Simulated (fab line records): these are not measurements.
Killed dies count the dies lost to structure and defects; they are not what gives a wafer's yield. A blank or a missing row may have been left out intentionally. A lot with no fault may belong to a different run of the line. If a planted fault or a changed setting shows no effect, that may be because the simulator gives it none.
Chamber matching || flow nand_harc || NHARC_A_SGD_CUT_ETCH_58 on rie_diel-08 has 4 sister chambers
The step etches the open film in CF4, target depth 39 nm, time 65 s. 18 wafers are shown with their chamber, then 9 later ones without.

## EACH WAFER AND ITS CHAMBER
{"wafer": "L075.1", "chamber": 0, "showerhead_plenum_p_Torr (Torr)": 1.76, "drypump_motor_current_A (A)": 5.0, "rf_vpp_V (V)": 151.1}
{"wafer": "L075.2", "chamber": 1, "showerhead_plenum_p_Torr (Torr)": 1.88, "drypump_motor_current_A (A)": 5.2, "rf_vpp_V (V)": 151.9}
{"wafer": "L075.3", "chamber": 3, "showerhead_plenum_p_Torr (Torr)": 1.70, "drypump_motor_current_A (A)": 6.5, "rf_vpp_V (V)": 151.3}
{"wafer": "L078.1", "chamber": 3, "showerhead_plenum_p_Torr (Torr)": 1.69, "drypump_motor_current_A (A)": 6.5, "rf_vpp_V (V)": 150.7}
{"wafer": "L078.2", "chamber": 2, "showerhead_plenum_p_Torr (Torr)": 1.85, "drypump_motor_current_A (A)": 5.9, "rf_vpp_V (V)": 151.0}
{"wafer": "L078.5", "chamber": 3, "showerhead_plenum_p_Torr (Torr)": 1.69, "drypump_motor_current_A (A)": 6.5, "rf_vpp_V (V)": 149.9}
{"wafer": "L079.1", "chamber": 2, "showerhead_plenum_p_Torr (Torr)": 1.85, "drypump_motor_current_A (A)": 5.9, "rf_vpp_V (V)": 153.0}
{"wafer": "L079.3", "chamber": 3, "showerhead_plenum_p_Torr (Torr)": 1.69, "drypump_motor_current_A (A)": 6.5, "rf_vpp_V (V)": 150.1}
{"wafer": "L079.6", "chamber": 2, "showerhead_plenum_p_Torr (Torr)": 1.85, "drypump_motor_current_A (A)": 5.9, "rf_vpp_V (V)": 153.1}
{"wafer": "L081.1", "chamber": 3, "showerhead_plenum_p_Torr (Torr)": 1.69, "drypump_motor_current_A (A)": 6.4, "rf_vpp_V (V)": 150.3}
{"wafer": "L081.4", "chamber": 1, "showerhead_plenum_p_Torr (Torr)": 1.88, "drypump_motor_current_A (A)": 5.2, "rf_vpp_V (V)": 152.4}
{"wafer": "L081.6", "chamber": 1, "showerhead_plenum_p_Torr (Torr)": 1.88, "drypump_motor_current_A (A)": 5.2, "rf_vpp_V (V)": 152.9}
{"wafer": "L082.2", "chamber": 3, "showerhead_plenum_p_Torr (Torr)": 1.69, "drypump_motor_current_A (A)": 6.4, "rf_vpp_V (V)": 150.2}
{"wafer": "L082.3", "chamber": 1, "showerhead_plenum_p_Torr (Torr)": 1.88, "drypump_motor_current_A (A)": 5.2, "rf_vpp_V (V)": 152.9}
{"wafer": "L082.4", "chamber": 0, "showerhead_plenum_p_Torr (Torr)": 1.76, "drypump_motor_current_A (A)": 5.0, "rf_vpp_V (V)": 152.8}
{"wafer": "L084.1", "chamber": 2, "showerhead_plenum_p_Torr (Torr)": 1.85, "drypump_motor_current_A (A)": 5.9, "rf_vpp_V (V)": 151.4}
{"wafer": "L084.2", "chamber": 1, "showerhead_plenum_p_Torr (Torr)": 1.88, "drypump_motor_current_A (A)": 5.2, "rf_vpp_V (V)": 152.8}
{"wafer": "L084.4", "chamber": 3, "showerhead_plenum_p_Torr (Torr)": 1.69, "drypump_motor_current_A (A)": 6.4, "rf_vpp_V (V)": 151.0}

SIGNATURES (averages over the wafers above)
{"reading": "showerhead_plenum_p_Torr", "chamber 0": 1.7600, "chamber 1": 1.8800, "chamber 2": 1.8500, "chamber 3": 1.6914, "scatter within a chamber": 0.00247}
{"reading": "drypump_motor_current_A", "chamber 0": 5.000, "chamber 1": 5.200, "chamber 2": 5.900, "chamber 3": 6.457, "scatter within a chamber": 0.035}
{"reading": "rf_vpp_V", "chamber 0": 151.950, "chamber 1": 152.580, "chamber 2": 152.125, "chamber 3": 150.500, "scatter within a chamber": 0.721}
Rule: for a wafer and a chamber, the distance is found by dividing, reading by reading, the gap between the wafer's reading and the chamber's mean by the reading's scatter, squaring, summing and taking the root. If the next closest chamber is less than 2 further off than the closest, the wafer can't be placed; otherwise it belongs to the closest. The scatter: the root of (the sum of the squares of (reading less its chamber's mean) over the shown wafers, divided by (wafers less chambers)).

## WAFERS WHOSE CHAMBER IS MISSING
{"wafer": "L091.1", "showerhead_plenum_p_Torr (Torr)": 1.85, "drypump_motor_current_A (A)": 5.9, "rf_vpp_V (V)": 152.3}
{"wafer": "L091.5", "showerhead_plenum_p_Torr (Torr)": 1.69, "drypump_motor_current_A (A)": 6.5, "rf_vpp_V (V)": 151.2}
{"wafer": "L091.6", "showerhead_plenum_p_Torr (Torr)": 1.76, "drypump_motor_current_A (A)": 5.0, "rf_vpp_V (V)": 149.7}
{"wafer": "L092.1", "showerhead_plenum_p_Torr (Torr)": 1.69, "drypump_motor_current_A (A)": 6.5, "rf_vpp_V (V)": 150.1}
{"wafer": "L092.2", "showerhead_plenum_p_Torr (Torr)": 1.88, "drypump_motor_current_A (A)": 5.2, "rf_vpp_V (V)": 151.2}
{"wafer": "L092.5", "showerhead_plenum_p_Torr (Torr)": 1.85, "drypump_motor_current_A (A)": 5.9, "rf_vpp_V (V)": 152.0}
{"wafer": "L094.1", "showerhead_plenum_p_Torr (Torr)": 1.88, "drypump_motor_current_A (A)": 5.2, "rf_vpp_V (V)": 154.2}
{"wafer": "L094.2", "showerhead_plenum_p_Torr (Torr)": 1.69, "drypump_motor_current_A (A)": 6.5, "rf_vpp_V (V)": 150.0}
{"wafer": "L094.6", "showerhead_plenum_p_Torr (Torr)": 1.88, "drypump_motor_current_A (A)": 5.2, "rf_vpp_V (V)": 151.6}

## THE CHAMBER EACH PASSED THROUGH
{"wafer": "L091.1", "from the rows above": 2, "in truth": 2}
{"wafer": "L091.5", "from the rows above": 3, "in truth": 3}
{"wafer": "L091.6", "from the rows above": 0, "in truth": 0}
{"wafer": "L092.1", "from the rows above": 3, "in truth": 3}
{"wafer": "L092.2", "from the rows above": 1, "in truth": 1}
{"wafer": "L092.5", "from the rows above": 2, "in truth": 2}
{"wafer": "L094.1", "from the rows above": 1, "in truth": 1}
{"wafer": "L094.2", "from the rows above": 3, "in truth": 3}
{"wafer": "L094.6", "from the rows above": 1, "in truth": 1}
Correctly placed: 9 of 9. Left unplaced by these rows: 0. 0 placed wrongly.
